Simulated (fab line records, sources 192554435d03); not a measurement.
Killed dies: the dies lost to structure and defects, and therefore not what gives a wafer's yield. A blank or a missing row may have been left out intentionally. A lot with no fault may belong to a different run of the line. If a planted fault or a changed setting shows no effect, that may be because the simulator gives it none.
fab line records	flow n5-finfet	part 1 of 2: steps 1 to 24 of 34
[record] lots = 5	wafers = 15	last-day = 16
route steps=1938 shown BEOL_M5@1170 BEOL_M6@1194
lots that met no fault: taken from a fault-free run of the same line
start-h: hours from the record's first day to the start of the lot's first wafer shown	wait-h: hours from the lot's prior step to this one	" repeats the value in the row above	L1.1+2: one row covering several wafers at once	- no value, or no start was given	* or withheld: withheld	< > ~ a bound
route shown NAME@n: a module of which the file shows steps, and the number in the route of the first	usual: the fault-free wafers' mean and standard deviation	same: alike in all rows	chamber/n: place in a boat	sites: readings site by site	_std_site: how widely they spread, as a standard deviation	_edge_site: mean of outer sites minus mean of inner sites	radius-mm: for every site, how far away it sits from the centre of the wafer	mask NAME#n: copy n	behind: the tool/chamber that last shaped the wafer	hold: why the lot was held/for how many hours/how that ended	device: transistor that didn't switch, given as n, p or np	end of line: the route-end tests of the same wafers	for a step that has no rows: nothing shown but its recipe	killed: at the first sort, the dies lost to defects and structure; wafer yield is something else	map: shows each die of a wafer: x if killed, . if not, _ if none is there
set.NAME: the setting that was run; set.NAME@STEP: the one run at that earlier step	model.NAME: the simulator's own value behind a step, which no gauge read
a table for each step, a row for each wafer; lots at some steps of the route
services: a tool's chamber out of use, with start hour (start-h, from the record's first day; less than 0 if before it), hours out, and reason
[[steps]]
[step N5_BEOL_M5_DEGAS_44]
[recipe] ambient = vacuum	temp-c = 250	time-s = 60
[usual] heater-power-w = 347/42
lot.wafer	tool	chamber	start-h	wait-h	heater-power-w
L080.1	pvd-sputter-01	-	213.61	0.9	318
L080.5	"	-	"	"	326
L080.6	"	-	"	"	261
L083.1	pvd-sputter-03	-	220.91	0.3	417
L083.2	"	-	"	"	353
L083.3	"	-	"	"	315
L088.3	pvd-sputter-01	-	261.38	0.4	270
L088.5	"	-	"	"	327
L088.6	"	-	"	"	330
L090.2	pvd-sputter-01	-	263.52	0.8	264
L090.3	"	-	"	"	323
L090.6	"	-	"	"	333
L089.1	pvd-sputter-03	-	264.84	0.5	391
L089.3	"	-	"	"	412
L089.6	"	-	"	"	354
[step N5_BEOL_M5_PRE_CLEAN_45]
[recipe] gas = H2/He	time-s = 30	temp-c = 250
[usual] heater-power-w = 348/42
lot.wafer	tool	chamber	start-h	wait-h	heater-power-w
L080.1	pvd-sputter-01	-	213.65	0.0	333
L080.5	"	-	"	"	325
L080.6	"	-	"	"	272
L083.1	pvd-sputter-03	-	220.95	0.0	418
L083.2	"	-	"	"	352
L083.3	"	-	"	"	322
L088.3	pvd-sputter-01	-	261.42	0.0	262
L088.5	"	-	"	"	338
L088.6	"	-	"	"	331
L090.2	pvd-sputter-01	-	263.56	0.0	269
L090.3	"	-	"	"	324
L090.6	"	-	"	"	341
L089.1	pvd-sputter-03	-	264.88	0.0	385
L089.3	"	-	"	"	413
L089.6	"	-	"	"	348
[step N5_BEOL_M5_ALD_86]
[recipe] material = TaN	target-thk-a = *	temp-c = 275	ald-precursor-family = PDMAT	ald-co-reactant = NH3	pressure-torr = 3	carrier-flow-sccm = 1500	pulse-time-s = 2	purge-time-s = 3	co-reactant-purge-time-s = 2	co-reactant-pulse-time-s = 3	ald-cycles = 30	precursor-vessel-temp-c = 75	precursor-vessel-pressure-torr = 26.25	precursor-vessel-carrier-sccm = 1000
[usual] heater-power-w = 434/58	precursor-vessel-pressure-torr = 26.25/0.051
lot.wafer	tool	chamber	start-h	wait-h	heater-power-w	precursor-vessel-pressure-torr
L080.1	ald-metal-01	1	213.71	0.0	408	26.17
L080.5	"	2	"	"	428	26.20
L080.6	"	1	"	"	404	26.25
L083.1	ald-metal-01	2	221.01	0.0	424	26.33
L083.2	"	0	"	"	419	26.28
L083.3	"	1	"	"	404	26.25
L088.3	ald-metal-03	0	261.51	0.1	476	26.24
L088.5	"	2	"	"	385	26.27
L088.6	"	1	"	"	415	26.26
L090.2	ald-metal-04	2	263.64	0.1	393	26.15
L090.3	"	3	"	"	399	26.21
L090.6	"	3	"	"	402	26.18
L089.1	ald-metal-04	1	264.95	0.1	536	26.18
L089.3	"	3	"	"	395	26.22
L089.6	"	0	"	"	393	26.32
[step N5_BEOL_M5_SURFACE_TREAT_87]
[recipe] gas = Ar	time-s = *	ion-energy-ev = *	ion-current-ma-cm2 = 0.5	pressure-mtorr = *	ar-flow-sccm = 30
[usual] ar-flow-sccm = 30.00/0.095	throttle-valve-pct = *
lot.wafer	tool	chamber	start-h	wait-h	ar-flow-sccm	throttle-valve-pct
L080.1	pvd-sputter-01	-	213.97	0.2	30.06	*
L080.5	"	-	"	"	29.84	*
L080.6	"	-	"	"	30.10	*
L083.1	pvd-sputter-01	-	221.28	0.2	29.99	*
L083.2	"	-	"	"	29.84	*
L083.3	"	-	"	"	30.05	*
L088.3	pvd-sputter-03	-	261.91	0.3	30.08	*
L088.5	"	-	"	"	30.04	*
L088.6	"	-	"	"	30.01	*
L090.2	pvd-sputter-01	-	263.94	0.2	30.08	*
L090.3	"	-	"	"	30.03	*
L090.6	"	-	"	"	29.91	*
L089.1	pvd-sputter-03	-	265.22	0.2	29.86	*
L089.3	"	-	"	"	29.96	*
L089.6	"	-	"	"	29.81	*
[step N5_BEOL_M5_CVD_47]
[recipe] material = Co	target-thk-a = 30	temp-c = withheld	precursor = CCTBA/H2	pressure-torr = 30	time-s = 216
lot.wafer	tool	chamber	start-h	wait-h
L080.1+5+6	cvd-co-02	1,1,0	214.03	0.0
L083.1+2+3	cvd-co-01	1,2,0	221.58	0.3
L088.3+5+6	cvd-co-02	1,1,2	261.97	0.0
L090.2+3+6	cvd-co-02	2,0,2	264.01	0.1
L089.1+3+6	cvd-co-02	2,0,0	265.51	0.3
[step N5_BEOL_M5_SPUTTER_48]
[recipe] material = Cu	target-thk-a = 150	temp-c = -20	chamber-pressure-pa = 0.07	power-w = withheld	time-s = 27.62
[usual] chuck-gas-flow-sccm = 1.26/0.052	throttle-valve-pct = 30.6/1.4
lot.wafer	tool	chamber	start-h	wait-h	chuck-gas-flow-sccm	throttle-valve-pct
L080.1	pvd-sputter-01	-	214.19	0.1	1.27	28.7
L080.5	"	-	"	"	1.23	30.9
L080.6	"	-	"	"	1.37	29.1
L083.1	pvd-sputter-03	-	221.73	0.1	1.26	31.5
L083.2	"	-	"	"	1.28	33.1
L083.3	"	-	"	"	1.35	30.0
L088.3	pvd-sputter-02	-	262.20	0.2	1.25	28.7
L088.5	"	-	"	"	1.28	30.6
L088.6	"	-	"	"	1.25	28.9
L090.2	pvd-sputter-01	-	264.17	0.1	1.24	30.9
L090.3	"	-	"	"	1.26	28.8
L090.6	"	-	"	"	1.22	29.1
L089.1	pvd-sputter-03	-	265.70	0.1	1.29	33.1
L089.3	"	-	"	"	1.28	29.9
L089.6	"	-	"	"	1.14	31.7
[step N5_BEOL_M5_ANNEAL_49]
[recipe] temp-c = 400	time-s = 1800	ambient = vacuum
[usual] heater-power-w = 892/99
lot.wafer	tool	chamber	start-h	wait-h	heater-power-w
L080.1	pvd-sputter-01	-	214.27	0.0	836
L080.5	"	-	"	"	936
L080.6	"	-	"	"	667
L083.1	pvd-sputter-03	-	221.81	0.0	771
L083.2	"	-	"	"	873
L083.3	"	-	"	"	992
L088.3	pvd-sputter-02	-	262.28	0.0	846
L088.5	"	-	"	"	778
L088.6	"	-	"	"	874
L090.2	pvd-sputter-01	-	264.25	0.0	933
L090.3	"	-	"	"	861
L090.6	"	-	"	"	667
L089.1	pvd-sputter-03	-	265.78	0.0	898
L089.3	"	-	"	"	1003
L089.6	"	-	"	"	782
[step N5_BEOL_M5_SPUTTER_81]
[recipe] material = Cu	target-thk-a = 150	temp-c = -20	chamber-pressure-pa = 0.07	power-w = withheld	time-s = 27.62
[usual] chuck-gas-flow-sccm = 1.26/0.052	throttle-valve-pct = 30.6/1.4
lot.wafer	tool	chamber	start-h	wait-h	chuck-gas-flow-sccm	throttle-valve-pct
L080.1	pvd-sputter-01	-	215.28	0.5	1.24	28.6
L080.5	"	-	"	"	1.23	31.2
L080.6	"	-	"	"	1.35	29.1
L083.1	pvd-sputter-03	-	222.82	0.5	1.21	31.8
L083.2	"	-	"	"	1.26	32.9
L083.3	"	-	"	"	1.25	29.8
L088.3	pvd-sputter-02	-	263.29	0.5	1.31	28.8
L088.5	"	-	"	"	1.25	30.4
L088.6	"	-	"	"	1.34	28.9
L090.2	pvd-sputter-01	-	265.25	0.5	1.28	31.1
L090.3	"	-	"	"	1.25	28.7
L090.6	"	-	"	"	1.32	29.2
L089.1	pvd-sputter-03	-	266.79	0.5	1.27	33.1
L089.3	"	-	"	"	1.29	29.6
L089.6	"	-	"	"	1.23	31.6
[step N5_BEOL_M5_ANNEAL_82]
[recipe] temp-c = 400	time-s = 1800	ambient = vacuum
[usual] heater-power-w = 894/98
lot.wafer	tool	chamber	start-h	wait-h	heater-power-w
L080.1	pvd-sputter-01	-	215.36	0.0	831
L080.5	"	-	"	"	909
L080.6	"	-	"	"	667
L083.1	pvd-sputter-03	-	222.90	0.0	775
L083.2	"	-	"	"	897
L083.3	"	-	"	"	985
L088.3	pvd-sputter-02	-	263.37	0.0	852
L088.5	"	-	"	"	767
L088.6	"	-	"	"	875
L090.2	pvd-sputter-01	-	265.33	0.0	905
L090.3	"	-	"	"	842
L090.6	"	-	"	"	675
L089.1	pvd-sputter-03	-	266.87	0.0	884
L089.3	"	-	"	"	985
L089.6	"	-	"	"	779
[step N5_BEOL_M5_SPUTTER_83]
[recipe] material = Cu	target-thk-a = 150	temp-c = -20	chamber-pressure-pa = 0.07	power-w = withheld	time-s = 27.62
[usual] chuck-gas-flow-sccm = 1.25/0.048	throttle-valve-pct = 30.6/1.4
lot.wafer	tool	chamber	start-h	wait-h	chuck-gas-flow-sccm	throttle-valve-pct
L080.1	pvd-sputter-01	-	216.37	0.5	1.25	28.7
L080.5	"	-	"	"	1.26	31.0
L080.6	"	-	"	"	1.35	29.5
L083.1	pvd-sputter-03	-	223.91	0.5	1.28	31.8
L083.2	"	-	"	"	1.22	33.1
L083.3	"	-	"	"	1.29	29.6
L088.3	pvd-sputter-02	-	264.37	0.5	1.20	28.5
L088.5	"	-	"	"	1.18	30.6
L088.6	"	-	"	"	1.31	28.8
L090.2	pvd-sputter-01	-	266.34	0.5	1.20	30.8
L090.3	"	-	"	"	1.17	28.8
L090.6	"	-	"	"	1.26	29.2
L089.1	pvd-sputter-03	-	267.87	0.5	1.31	33.2
L089.3	"	-	"	"	1.29	29.5
L089.6	"	-	"	"	1.27	31.7
[step N5_BEOL_M5_ANNEAL_84]
[recipe] temp-c = 400	time-s = 1800	ambient = vacuum
[usual] heater-power-w = 892/98
lot.wafer	tool	chamber	start-h	wait-h	heater-power-w
L080.1	pvd-sputter-01	-	216.45	0.0	842
L080.5	"	-	"	"	923
L080.6	"	-	"	"	662
L083.1	pvd-sputter-03	-	223.99	0.0	791
L083.2	"	-	"	"	894
L083.3	"	-	"	"	978
L088.3	pvd-sputter-02	-	264.45	0.0	874
L088.5	"	-	"	"	798
L088.6	"	-	"	"	845
L090.2	pvd-sputter-01	-	266.42	0.0	897
L090.3	"	-	"	"	852
L090.6	"	-	"	"	666
L089.1	pvd-sputter-03	-	267.95	0.0	889
L089.3	"	-	"	"	980
L089.6	"	-	"	"	772
[step N5_BEOL_M5_SPUTTER_88]
[recipe] material = Cu	target-thk-a = 150	temp-c = -20	chamber-pressure-pa = 0.07	power-w = withheld	time-s = 27.62
[usual] chuck-gas-flow-sccm = 1.25/0.054	throttle-valve-pct = 30.6/1.4
lot.wafer	tool	chamber	start-h	wait-h	chuck-gas-flow-sccm	throttle-valve-pct
L080.1	pvd-sputter-01	-	217.45	0.5	1.35	29.0
L080.5	"	-	"	"	1.26	30.7
L080.6	"	-	"	"	1.23	29.4
L083.1	pvd-sputter-03	-	224.99	0.5	1.24	31.7
L083.2	"	-	"	"	1.31	32.8
L083.3	"	-	"	"	1.22	29.8
L088.3	pvd-sputter-02	-	265.46	0.5	1.26	28.6
L088.5	"	-	"	"	1.24	30.3
L088.6	"	-	"	"	1.14	28.5
L090.2	pvd-sputter-01	-	267.43	0.5	1.26	30.7
L090.3	"	-	"	"	1.28	29.0
L090.6	"	-	"	"	1.27	29.7
L089.1	pvd-sputter-03	-	268.96	0.5	1.30	33.0
L089.3	"	-	"	"	1.26	29.7
L089.6	"	-	"	"	1.23	31.9
[step N5_BEOL_M5_ANNEAL_89]
[recipe] temp-c = 400	time-s = 1800	ambient = vacuum
[usual] heater-power-w = 893/97
lot.wafer	tool	chamber	start-h	wait-h	heater-power-w
L080.1	pvd-sputter-01	-	217.53	0.0	841
L080.5	"	-	"	"	910
L080.6	"	-	"	"	661
L083.1	pvd-sputter-03	-	225.07	0.0	781
L083.2	"	-	"	"	879
L083.3	"	-	"	"	965
L088.3	pvd-sputter-02	-	265.54	0.0	876
L088.5	"	-	"	"	769
L088.6	"	-	"	"	845
L090.2	pvd-sputter-01	-	267.51	0.0	944
L090.3	"	-	"	"	832
L090.6	"	-	"	"	662
L089.1	pvd-sputter-03	-	269.04	0.0	887
L089.3	"	-	"	"	974
L089.6	"	-	"	"	787
[step N5_BEOL_M5_SPUTTER_90]
[recipe] material = Cu	target-thk-a = 45	temp-c = -20	chamber-pressure-pa = 0.07	power-w = withheld	time-s = 8.29
[usual] chuck-gas-flow-sccm = 1.26/0.047	throttle-valve-pct = 30.6/1.4
lot.wafer	tool	chamber	start-h	wait-h	chuck-gas-flow-sccm	throttle-valve-pct
L080.1	pvd-sputter-01	-	218.54	0.5	1.20	28.5
L080.5	"	-	"	"	1.29	30.9
L080.6	"	-	"	"	1.30	29.4
L083.1	pvd-sputter-03	-	226.08	0.5	1.31	31.9
L083.2	"	-	"	"	1.20	33.2
L083.3	"	-	"	"	1.19	29.9
L088.3	pvd-sputter-02	-	266.55	0.5	1.27	28.8
L088.5	"	-	"	"	1.26	30.7
L088.6	"	-	"	"	1.25	28.9
L090.2	pvd-sputter-01	-	268.51	0.5	1.25	31.1
L090.3	"	-	"	"	1.25	28.7
L090.6	"	-	"	"	1.29	29.2
L089.1	pvd-sputter-03	-	270.05	0.5	1.24	33.2
L089.3	"	-	"	"	1.23	29.7
L089.6	"	-	"	"	1.33	31.9
[step N5_BEOL_M5_ECD_50]
[recipe] material = Cu	target-thk-a = 3000
lot.wafer	tool	chamber	start-h	wait-h
L080.1+5+6	ecd-cu-02	1,0,1	218.66	0.1
L083.1+2+3	ecd-cu-02	0,1,0	226.20	0.1
L088.3+5+6	ecd-cu-01	1,0,1	266.68	0.1
L090.2+3+6	ecd-cu-01	0,1,1	268.63	0.1
L089.1+3+6	ecd-cu-02	0,1,0	270.16	0.1
[step N5_BEOL_M5_ANNEAL_51]
[recipe] temp-c = 225	time-s = 90	ambient = N2
[usual] wafer_temp_C_max = 226.08/0.26
lot.wafer	tool	chamber	start-h	wait-h	wafer_temp_C_max
L080.1	rtp-anneal-01	0	218.75	0.1	225.84
L080.5	"	0	"	"	226.03
L080.6	"	0	"	"	226.08
L083.1	rtp-anneal-02	0	226.28	0.1	225.77
L083.2	"	0	"	"	225.93
L083.3	"	0	"	"	226.74
L088.3	rtp-anneal-02	0	266.84	0.1	225.92
L088.5	"	0	"	"	226.02
L088.6	"	0	"	"	225.87
L090.2	rtp-anneal-01	0	268.76	0.1	225.74
L090.3	"	0	"	"	226.19
L090.6	"	0	"	"	225.59
L089.1	rtp-anneal-02	0	270.50	0.3	225.74
L089.3	"	0	"	"	225.76
L089.6	"	0	"	"	225.87
[step N5_BEOL_M5_CMP_52]
[recipe] stop-on = SiCOH_lowk	t-overpolish-s = 6.9	down-force-psi = 1	platen-rpm = 50	clearing-platen-down-force-psi = 1.5	clearing-platen-rpm = 50	post-cmp-clean = cu-alkaline	target-thk-nm = 62	clearing-platen-pad-velocity-m-s = 0.99484	pad-velocity-m-s = 0.99484
[usual] barrier-field-endpoint-s = 24.7/0.77	motor-current-A = 5.7/0.58	overpolish-run-s = 6.898/0.009	retaining-ring-pressure-frac = 0.999/0.0047	slurry-filter-dp-kPa = 13.50/0.16	slurry-flow-ml-min = 150.0/0.45	time-to-endpoint-s = 62/4.4
lot.wafer	tool	chamber	start-h	wait-h	barrier-field-endpoint-s	motor-current-A	overpolish-run-s	retaining-ring-pressure-frac	slurry-filter-dp-kPa	slurry-flow-ml-min	time-to-endpoint-s
L080.1	cmp-02	0	219.04	0.3	24.9	6.3	6.906	1.004	13.49	149.7	65
L080.5	"	0	"	"	25.4	6.8	6.909	1.008	13.97	150.1	67
L080.6	"	1	"	"	24.5	5.0	6.916	1.000	13.41	149.9	63
L083.1	cmp-01	3	226.62	0.3	24.5	5.1	6.897	0.995	13.59	150.1	58
L083.3	"	0	"	"	24.8	4.5	6.889	0.997	13.29	149.3	59
L083.2	"	1	"	"	25.1	6.9	6.871	0.999	13.66	150.0	66
L088.3	cmp-01	3	267.16	0.3	23.6	5.1	6.911	0.996	13.40	150.4	56
L088.5	"	0	"	"	24.0	4.6	6.897	0.999	13.39	150.3	57
L088.6	"	1	"	"	25.2	6.8	6.898	0.994	13.52	149.7	66
L090.2	cmp-03	3	269.19	0.4	23.6	6.1	6.908	1.001	13.37	151.0	54
L090.3	"	0	"	"	23.6	6.4	6.916	1.004	13.48	151.0	53
L090.6	"	2	"	"	25.7	5.8	6.903	0.996	13.62	150.1	66
L089.1	cmp-03	0	270.96	0.4	23.5	6.8	6.889	1.007	13.44	149.7	60
L089.3	"	2	"	"	25.9	5.6	6.889	1.003	13.40	150.6	69
L089.6	"	3	"	"	24.5	6.2	6.898	1.004	13.46	150.0	61
[step N5_BEOL_M5_THK_MEAS_53]
[recipe] thk-meas-gauge = xrf	reads = Cu_of_BEOL_M5_ECD_50
[usual] M5_THK = 60.1/2.1
lot.wafer	tool	chamber	start-h	wait-h	M5_THK[nm]
L080.1	film-metro-02	-	219.34	-	61.4
L080.5	"	-	"	"	63.6
L080.6	"	-	"	"	57.1
L083.1	film-metro-02	-	226.87	-	61.2
L083.2	"	-	"	"	60.6
L083.3	"	-	"	"	59.8
L088.3	film-metro-01	-	267.34	-	55.6
L088.5	"	-	"	"	59.1
L088.6	"	-	"	"	57.7
L090.2	film-metro-02	-	269.45	-	59.7
L090.3	"	-	"	"	55.6
L090.6	"	-	"	"	61.9
L089.1	film-metro-02	-	271.22	-	59.7
L089.3	"	-	"	"	62.2
L089.6	"	-	"	"	62.1
[step N5_BEOL_M5_PRE_CLEAN_77]
[recipe] gas = NH3/H2	time-s = 15	temp-c = *	rf-power-w = 300
[usual] heater-power-w = 73/8.4
lot.wafer	tool	chamber	start-h	wait-h	heater-power-w
L080.1	cvd-co-02	2	219.37	0.0	56
L080.5	"	0	"	"	83
L080.6	"	2	"	"	56
L083.1	cvd-co-02	1	226.91	0.0	73
L083.2	"	0	"	"	83
L083.3	"	2	"	"	56
L088.3	cvd-co-02	1	267.38	0.0	76
L088.5	"	2	"	"	56
L088.6	"	0	"	"	84
L090.2	cvd-co-02	2	269.48	0.0	56
L090.3	"	1	"	"	74
L090.6	"	2	"	"	55
L089.1	cvd-co-01	1	271.26	0.0	73
L089.3	"	2	"	"	77
L089.6	"	1	"	"	73
[step N5_BEOL_M5_CO_CAP_78]
[recipe] material = Co	target-thk-a = 20	temp-c = 200	precursor = CCTBA/H2	pressure-torr = 30	time-s = 102.1
[usual] heater-power-w = 222/10
lot.wafer	tool	chamber	start-h	wait-h	heater-power-w
L080.1	cvd-co-02	2	219.41	0.0	201
L080.5	"	0	"	"	232
L080.6	"	2	"	"	205
L083.1	cvd-co-02	1	226.95	0.0	222
L083.2	"	0	"	"	235
L083.3	"	2	"	"	200
L088.3	cvd-co-02	1	267.42	0.0	226
L088.5	"	2	"	"	200
L088.6	"	0	"	"	224
L090.2	cvd-co-02	2	269.52	0.0	201
L090.3	"	1	"	"	219
L090.6	"	2	"	"	203
L089.1	cvd-co-01	1	271.30	0.0	222
L089.3	"	2	"	"	223
L089.6	"	1	"	"	222
[step N5_BEOL_M5_PRE_CLEAN_55]
[recipe] gas = NH3	time-s = 15	temp-c = withheld	rf-power-w = 300
lot.wafer	tool	chamber	start-h	wait-h
L080.1+5+6	pecvd-01	0,0,2	219.51	0.1
L083.1+2+3	pecvd-02	1,2,0	227.04	0.1
L088.3+5+6	pecvd-01	1,2,1	267.51	0.1
L090.2+3+6	pecvd-01	1,2,2	269.62	0.1
L089.1+3+6	pecvd-03	2,0,0	271.39	0.1
[step N5_BEOL_M5_DEP_56]
[recipe] material = SiCN	target-thk-a = 80	temp-c = withheld	precursor = 3MS/NH3	pressure-torr = 3	rf-w = 202	time-s = 14
[usual] showerhead-plenum-p-Torr = 3.668/0.014	throttle-valve-pct = 9.1/0.49
lot.wafer	tool	chamber	start-h	wait-h	showerhead-plenum-p-Torr	throttle-valve-pct
L080.1	pecvd-01	0	219.53	0.0	3.667	8.7
L080.5	"	0	"	"	3.675	8.6
L080.6	"	2	"	"	3.664	9.2
L083.1	pecvd-02	1	227.07	0.0	3.662	9.5
L083.2	"	2	"	"	3.689	8.7
L083.3	"	0	"	"	3.660	9.8
L088.3	pecvd-01	1	267.53	0.0	3.669	8.9
L088.5	"	2	"	"	3.664	8.5
L088.6	"	1	"	"	3.668	8.8
L090.2	pecvd-01	1	269.64	0.0	3.671	9.1
L090.3	"	2	"	"	3.666	9.0
L090.6	"	2	"	"	3.664	9.1
L089.1	pecvd-03	2	271.43	0.0	3.663	7.9
L089.3	"	0	"	"	3.653	8.9
L089.6	"	0	"	"	3.643	9.1
[step N5_BEOL_M5_RS_MEAS_57]
[recipe] thk-meas-gauge = four-point-probe	reads = Co_of_BEOL_M5_CO_CAP_78+Cu_of_BEOL_M5_ECD_50+Co_of_BEOL_M5_CVD_47+TaN_of_BEOL_M5_ALD_86
[usual] M5_RS = 0.403/0.017
lot.wafer	tool	chamber	start-h	wait-h	M5_RS[ohm/sq]
L080.1	film-metro-01	-	219.60	0.1	0.398
L080.5	"	-	"	"	0.379
L080.6	"	-	"	"	0.434
L083.1	film-metro-02	-	227.13	0.0	0.393
L083.2	"	-	"	"	0.399
L083.3	"	-	"	"	0.408
L088.3	film-metro-01	-	267.60	0.1	0.443
L088.5	"	-	"	"	0.410
L088.6	"	-	"	"	0.424
L090.2	film-metro-01	-	269.71	0.1	0.408
L090.3	"	-	"	"	0.447
L090.6	"	-	"	"	0.394
L089.1	film-metro-01	-	271.51	0.1	0.407
L089.3	"	-	"	"	0.388
L089.6	"	-	"	"	0.392
[step N5_BEOL_M5_INSPECT_58]
[recipe] inspect-instrument = darkfield	mode = post-dep
[usual] raw-defect-count = 77/27
lot.wafer	tool	chamber	start-h	wait-h	raw-defect-count
L080.1	defect-inspect-01	-	219.63	0.0	54
L080.5	"	-	"	"	71
L080.6	"	-	"	"	63
L083.1	defect-inspect-02	-	227.16	0.0	90
L083.2	"	-	"	"	118
L083.3	"	-	"	"	130
L088.3	defect-inspect-01	-	267.63	0.0	89
L088.5	"	-	"	"	89
L088.6	"	-	"	"	46
L090.2	defect-inspect-01	-	269.73	0.0	170
L090.3	"	-	"	"	109
L090.6	"	-	"	"	110
L089.1	defect-inspect-01	-	271.54	0.0	73
L089.3	"	-	"	"	54
L089.6	"	-	"	"	35
